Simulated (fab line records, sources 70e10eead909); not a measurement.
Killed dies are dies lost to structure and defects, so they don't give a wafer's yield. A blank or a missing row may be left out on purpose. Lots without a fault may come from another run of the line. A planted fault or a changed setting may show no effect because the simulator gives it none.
Which tool did it? | flow nand_harc | 24 lots, 72 wafers sampled, at 5 steps of a route of 1159

WHAT THE GAUGES READ, wafer by wafer
NHARC_P_M2_INSPECT_11.
lot  | measured     | on                | raw_defect_count
L074 | day 5 19:02  | defect_inspect-02 | 5 4 3
L075 | day 6 17:46  | defect_inspect-02 | 2 3 5
L076 | day 6 17:59  | defect_inspect-02 | 8 8 11
L077 | day 7 04:31  | defect_inspect-02 | 5 5 5
L078 | day 7 08:23  | defect_inspect-02 | 5 1 2
L079 | day 7 08:54  | defect_inspect-01 | 4 3 4
L080 | day 7 13:41  | defect_inspect-01 | 3 5 4
L081 | day 7 22:53  | defect_inspect-02 | 8 2 4
L082 | day 7 23:56  | defect_inspect-02 | 3 3 8
L083 | day 8 09:07  | defect_inspect-02 | 2 3 5
L084 | day 8 13:55  | defect_inspect-01 | 10 2 9
L087 | day 9 06:25  | defect_inspect-02 | 7 9 5
L086 | day 9 07:09  | defect_inspect-02 | 2 2 2
L085 | day 9 07:31  | defect_inspect-01 | 2 5 5
L089 | day 9 23:38  | defect_inspect-01 | 7 7 9
L088 | day 10 01:08 | defect_inspect-02 | 3 2 2
L091 | day 10 01:32 | defect_inspect-01 | 1 5 1
L090 | day 10 06:51 | defect_inspect-02 | 7 3 1
L092 | day 10 12:45 | defect_inspect-01 | 2 1 3
L094 | day 11 07:44 | defect_inspect-02 | 7 4 1
L093 | day 11 07:53 | defect_inspect-02 | 2 3 4
L095 | day 11 09:49 | defect_inspect-01 | 0 4 3
L096 | day 11 13:40 | defect_inspect-02 | 3 3 2
L097 | day 11 14:19 | defect_inspect-02 | 6 6 11

NHARC_P_M2_CD_MEAS_16.
lot  | measured     | on        | cd_nm (nm)
L074 | day 5 19:26  | cd_sem-02 | 170.6 169.9 170.4
L075 | day 6 18:07  | cd_sem-02 | 168.3 168.7 168.7
L076 | day 6 18:23  | cd_sem-02 | 168.4 171.9 168.8
L077 | day 7 04:53  | cd_sem-01 | 169.8 169.3 168.9
L078 | day 7 08:45  | cd_sem-01 | 171.2 168.9 170.3
L079 | day 7 09:16  | cd_sem-03 | 170.2 170.7 170.8
L080 | day 7 14:03  | cd_sem-03 | 171.2 169.6 170.0
L081 | day 7 23:15  | cd_sem-01 | 170.0 169.4 170.7
L082 | day 8 00:19  | cd_sem-01 | 169.8 169.4 169.2
L083 | day 8 09:29  | cd_sem-03 | 169.7 170.7 170.0
L084 | day 8 14:22  | cd_sem-01 | 169.3 169.9 169.8
L087 | day 9 06:50  | cd_sem-01 | 169.4 169.4 170.0
L086 | day 9 07:34  | cd_sem-03 | 169.2 168.5 168.2
L085 | day 9 07:53  | cd_sem-02 | 171.7 170.7 169.8
L089 | day 10 00:03 | cd_sem-03 | 169.8 170.6 169.7
L088 | day 10 01:33 | cd_sem-01 | 170.6 168.7 168.9
L091 | day 10 01:57 | cd_sem-03 | 168.6 169.0 168.8
L090 | day 10 07:16 | cd_sem-02 | 169.2 168.6 170.0
L092 | day 10 13:07 | cd_sem-01 | 169.9 169.4 170.5
L094 | day 11 08:08 | cd_sem-02 | 168.9 169.5 168.9
L093 | day 11 08:14 | cd_sem-01 | 169.0 170.0 170.5
L095 | day 11 10:13 | cd_sem-01 | 169.3 169.8 169.8
L096 | day 11 14:05 | cd_sem-01 | 171.1 169.7 168.4
L097 | day 11 15:20 | cd_sem-01 | 169.5 168.8 168.4

NHARC_P_BONDPAD_CD_MEAS_13.
lot  | measured     | on        | cd_nm (nm)
L074 | day 6 00:26  | cd_sem-01 | 499.4 497.5 493.0
L075 | day 6 22:41  | cd_sem-01 | 502.4 502.4 494.1
L076 | day 6 23:02  | cd_sem-01 | 502.1 501.3 490.7
L077 | day 7 09:22  | cd_sem-02 | 494.1 499.0 503.0
L078 | day 7 13:22  | cd_sem-03 | 501.8 505.1 500.6
L079 | day 7 13:57  | cd_sem-02 | 499.8 497.9 499.5
L080 | day 7 18:40  | cd_sem-03 | 500.6 504.9 498.8
L081 | day 8 03:52  | cd_sem-02 | 498.8 497.9 498.7
L082 | day 8 05:11  | cd_sem-03 | 502.5 497.8 503.4
L083 | day 8 13:58  | cd_sem-03 | 500.9 503.3 497.0
L084 | day 8 19:43  | cd_sem-02 | 498.1 500.7 496.2
L087 | day 9 11:24  | cd_sem-02 | 499.5 498.7 497.1
L086 | day 9 12:08  | cd_sem-03 | 497.7 496.7 496.9
L085 | day 9 12:58  | cd_sem-02 | 494.8 491.8 499.3
L089 | day 10 05:08 | cd_sem-02 | 498.9 495.1 497.6
L088 | day 10 06:54 | cd_sem-02 | 495.8 498.4 497.0
L091 | day 10 06:38 | cd_sem-01 | 500.7 498.8 502.8
L090 | day 10 11:48 | cd_sem-03 | 500.3 494.5 501.6
L092 | day 10 17:53 | cd_sem-02 | 501.6 501.1 498.2
L094 | day 11 13:04 | cd_sem-02 | 496.4 499.0 497.7
L093 | day 11 13:19 | cd_sem-03 | 500.5 501.8 502.0
L095 | day 11 15:16 | cd_sem-02 | 502.1 498.1 497.9
L096 | day 11 18:59 | cd_sem-01 | 496.7 494.7 493.4
L097 | day 11 19:59 | cd_sem-03 | 500.4 496.6 498.7

WHICH TOOL RAN EACH LOT (tool, then ch and the chambers of the sampled wafers, then the start)
lot  | NHARC_P_M2_ANNEAL_31             | NHARC_P_M2_DEP_33
L074 | rtp_anneal-01 ch 0, day 5 21:02  | pecvd-01 ch 0,1, day 5 22:15
L075 | rtp_anneal-01 ch 0, day 6 19:34  | pecvd-03 ch 0,1,2, day 6 20:32
L076 | rtp_anneal-01 ch 0, day 6 19:55  | pecvd-04 ch 0,1,2, day 6 20:53
L077 | rtp_anneal-02 ch 0, day 7 06:26  | pecvd-01 ch 0,1,2, day 7 07:26
L078 | rtp_anneal-01 ch 0, day 7 10:15  | pecvd-04 ch 1,2, day 7 11:13
L079 | rtp_anneal-02 ch 0, day 7 10:43  | pecvd-04 ch 0,1,2, day 7 11:43
L080 | rtp_anneal-02 ch 0, day 7 15:36  | pecvd-03 ch 0,1, day 7 16:38
L081 | rtp_anneal-02 ch 0, day 8 00:46  | pecvd-04 ch 0,1,2, day 8 01:41
L082 | rtp_anneal-02 ch 0, day 8 01:55  | pecvd-03 ch 0,1,2, day 8 02:59
L083 | rtp_anneal-01 ch 0, day 8 10:59  | pecvd-01 ch 0,2, day 8 12:00
L084 | rtp_anneal-02 ch 0, day 8 16:35  | pecvd-03 ch 0,1,2, day 8 17:33
L087 | rtp_anneal-01 ch 0, day 9 08:16  | pecvd-01 ch 0,1, day 9 09:19
L086 | rtp_anneal-01 ch 0, day 9 09:02  | pecvd-01 ch 0,2, day 9 10:08
L085 | rtp_anneal-01 ch 0, day 9 09:25  | pecvd-01 ch 0,1,2, day 9 10:29
L089 | rtp_anneal-02 ch 0, day 10 01:50 | pecvd-01 ch 0,1, day 10 02:47
L088 | rtp_anneal-02 ch 0, day 10 03:35 | pecvd-04 ch 1,2, day 10 04:34
L091 | rtp_anneal-01 ch 0, day 10 03:34 | pecvd-01 ch 1,2, day 10 04:33
L090 | rtp_anneal-02 ch 0, day 10 08:51 | pecvd-04 ch 0,1,2, day 10 09:50
L092 | rtp_anneal-02 ch 0, day 10 14:39 | pecvd-04 ch 0,1,2, day 10 15:37
L094 | rtp_anneal-01 ch 0, day 11 09:50 | pecvd-04 ch 1,2, day 11 10:51
L093 | rtp_anneal-02 ch 0, day 11 09:52 | pecvd-01 ch 0,1,2, day 11 10:51
L095 | rtp_anneal-01 ch 0, day 11 11:48 | pecvd-04 ch 0,1,2, day 11 12:51
L096 | rtp_anneal-01 ch 0, day 11 15:50 | pecvd-01 ch 0,1,2, day 11 16:47
L097 | rtp_anneal-02 ch 0, day 11 16:53 | pecvd-04 ch 1,2, day 11 17:53
- NHARC_P_M2_ANNEAL_31: time 90 s.
- NHARC_P_M2_DEP_33: deposits SiCN, target thk 30 nm.

WHAT THE TOOLS THEMSELVES READ (means of the sampled wafers that have a number; where no wafer has one, the mark that the record gives instead)
NHARC_P_M2_ANNEAL_31.
lot  | tool          | wafer_temp_C_max
L074 | rtp_anneal-01 | 226.6
L075 | rtp_anneal-01 | 226.1
L076 | rtp_anneal-01 | 225.7
L077 | rtp_anneal-02 | 225.5
L078 | rtp_anneal-01 | 226.1
L079 | rtp_anneal-02 | 225.6
L080 | rtp_anneal-02 | 225.7
L081 | rtp_anneal-02 | 225.8
L082 | rtp_anneal-02 | 225.7
L083 | rtp_anneal-01 | 226.6
L084 | rtp_anneal-02 | 225.6
L087 | rtp_anneal-01 | 226.0
L086 | rtp_anneal-01 | 226.0
L085 | rtp_anneal-01 | 226.3
L089 | rtp_anneal-02 | 225.8
L088 | rtp_anneal-02 | 226.1
L091 | rtp_anneal-01 | 226.0
L090 | rtp_anneal-02 | 225.7
L092 | rtp_anneal-02 | 225.5
L094 | rtp_anneal-01 | 226.2
L093 | rtp_anneal-02 | 225.8
L095 | rtp_anneal-01 | 226.4
L096 | rtp_anneal-01 | 225.7
L097 | rtp_anneal-02 | 225.7

NHARC_P_M2_DEP_33.
lot  | tool     | heater_power_w (W)
L074 | pecvd-01 | 612
L075 | pecvd-03 | 507
L076 | pecvd-04 | 546
L077 | pecvd-01 | 539
L078 | pecvd-04 | 644
L079 | pecvd-04 | 564
L080 | pecvd-03 | 600
L081 | pecvd-04 | 544
L082 | pecvd-03 | 547
L083 | pecvd-01 | 528
L084 | pecvd-03 | 541
L087 | pecvd-01 | 598
L086 | pecvd-01 | 513
L085 | pecvd-01 | 505
L089 | pecvd-01 | 596
L088 | pecvd-04 | 613
L091 | pecvd-01 | 455
L090 | pecvd-04 | 586
L092 | pecvd-04 | 584
L094 | pecvd-04 | 570
L093 | pecvd-01 | 498
L095 | pecvd-04 | 602
L096 | pecvd-01 | 512
L097 | pecvd-04 | 578

THE ANSWER, worked out from the rows above alone
Rule: what is usual is taken from the lots themselves. Put in order of their means at a reading, lots are off if they are a third of the lots or fewer, leave a main group of 4 or more, and stand apart from it by a gap of 3 or more times the standard deviation of the main group's means; of several such gaps the widest counts. A main group whose means are all the same, to the digits that the tables above print for the reading, isn't used. A lot without any number at a reading at which 4 lots or more have one is off too. The other lots that the step has rows for count as sound. The gauges are gone through in route order, then the tools' own readings, and for those a lot's mean is taken as printed above. The first step at which some lot is off is used, and at that step the reading that is off furthest; a lot without a number counts as furthest.
No lot is off at any reading shown: from this, nothing can be told.

WHAT THE SIMULATOR HAD PUT IN
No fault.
